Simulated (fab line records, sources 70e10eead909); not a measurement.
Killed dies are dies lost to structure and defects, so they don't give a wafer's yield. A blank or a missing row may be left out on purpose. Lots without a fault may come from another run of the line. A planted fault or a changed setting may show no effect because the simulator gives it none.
A struck lot beside a sound one | flow nand_harc | 14 steps out of a route of 1302
Sound: wafers L512.3, L512.5, L512.6. Struck: wafers L523.2, L523.3, L523.6. The cause comes at the end.
At each step with rows: each side's tool, then ch and its chambers, then its first start. Under that, the readings that differ: sound wafers | struck wafers | difference of the means | sigmas: that difference in standard deviations of wafers without a fault.
alike: readings whose means differ by less than 2 such deviations, and words and numbers that are the same on both sides. not compared: withheld readings, readings that some wafer has no value for, bounds like >300 that may hide the same value, and numbers for which the record gives no deviation and whose values overlap.
The two part at a step that has a row with sigmas, a row that says differs or no value, or rows on one side only. Numbers that don't overlap but have no deviation are shown without sigmas and don't part them. A reading that every wafer of one side lacks parts them only if that side has two wafers or more.

NHARC_A_STAIRCASE_HM_OPEN_463: chemistry O2/COS.
  sound on rie_diel-12 ch 2,3; struck on rie_diel-02 ch 1,2,3
  alike: drypump_motor_current_A, oes_product_au, rf_vpp_V, showerhead_plenum_p_Torr, throttle_valve_pct
  not compared: rf_hours_counter_h
then, 1 step without rows for these wafers: NHARC_A_STAIRCASE_STRIP_464 (strips in O2/COS).
NHARC_A_STAIRCASE_ETCH_453: etches the open film in CF4/O2, target depth 30 nm, overetch 3 nm, time 16.5 s.
  sound on rie_diel-12 ch 0,3; struck on rie_diel-02 ch 0,2
  alike: drypump_motor_current_A, oes_product_au, rf_vpp_V, showerhead_plenum_p_Torr, throttle_valve_pct
  not compared: rf_hours_counter_h
NHARC_A_STAIRCASE_ETCH_315: etches the open film in C4F8/O2/Ar, target depth 2500 nm, time 607.1 s.
  sound on rie_diel-12 ch 0,1,3; struck on rie_diel-02 ch 2,3
  alike: oes_product_au, rf_vpp_V
  not compared: rf_hours_counter_h
then, 4 steps without rows for these wafers: NHARC_A_STAIRCASE_STRIP_316 (strips in O2); NHARC_A_STAIRCASE_STRIP_317 (strips in SPM, time 900 s); NHARC_A_STAIRCASE_PRECLEAN_318 (cleans in SC1); NHARC_A_STAIRCASE_SRD_329.
NHARC_A_STAIRCASE_ALD_415: deposits SiO2, target thk 30 nm, pulse time 6 s, ald cycles 300.
  sound on ald_hk-03 ch 0,1,3, day 19 05:26; struck on ald_hk-01 ch 0,1,3, day 23 20:32
  alike: heater_power_w, precursor_pulse_height_rel
NHARC_A_STAIRCASE_ETCHBACK_416: etches the open film in C4F8/O2/Ar, target depth 36 nm, time 7.2 s.
  sound on rie_diel-02 ch 0,1; struck on rie_diel-13 ch 0,3
  alike: oes_product_au, rf_vpp_V
  not compared: rf_hours_counter_h
then, 1 step without rows for these wafers: NHARC_A_STAIRCASE_STRIP_476 (strips in O2, time 20 s).
NHARC_A_STAIRCASE_DEP_417: deposits Si3N4, target thk 60 nm.
  sound on pecvd-01 ch 1,2, day 19 08:10; struck on pecvd-04 ch 0,1,2, day 23 22:34
  no value came back on the struck wafers for heater_power_outer_w (W), heater_power_w (W); on the sound wafers heater_power_outer_w (W) reads 541 354 529
then, 1 step without rows for these wafers: NHARC_A_STAIRCASE_WET_418 (chemistry H3PO4, target depth 20 nm).
-- the record jumps here: 8 days lie between the struck wafers' starts before and after (it left off in module A_STAIRCASE and takes up again in module END, whose first step shown is number 1302 of the route) --
NHARC_END_SORT_01:
  sound on prober-02 ch 0, day 26 21:00; struck on prober-01 ch 0, day 31 13:44
  reading         | sound    | struck                                                               | difference                   | sigmas
  hold            | - - -    | await_dispo/4.9h/scrap await_dispo/4.9h/scrap await_dispo/4.9h/scrap | no value on the sound wafers |
  killed_at_array | 44 45 43 | 673 674 675                                                          | +630                         | +35
  killed_dies     | 48 50 49 | 677 677 677                                                          | +628                         | +35
  killed_short    | 4 3 7    | 2 0 1                                                                | -4                           | -2
  alike: killed_at_other, killed_at_periphery, killed_open

WHERE THEY PART
First at NHARC_A_STAIRCASE_DEP_417; last, within this record, at NHARC_END_SORT_01.

WHY: what the simulator had put in
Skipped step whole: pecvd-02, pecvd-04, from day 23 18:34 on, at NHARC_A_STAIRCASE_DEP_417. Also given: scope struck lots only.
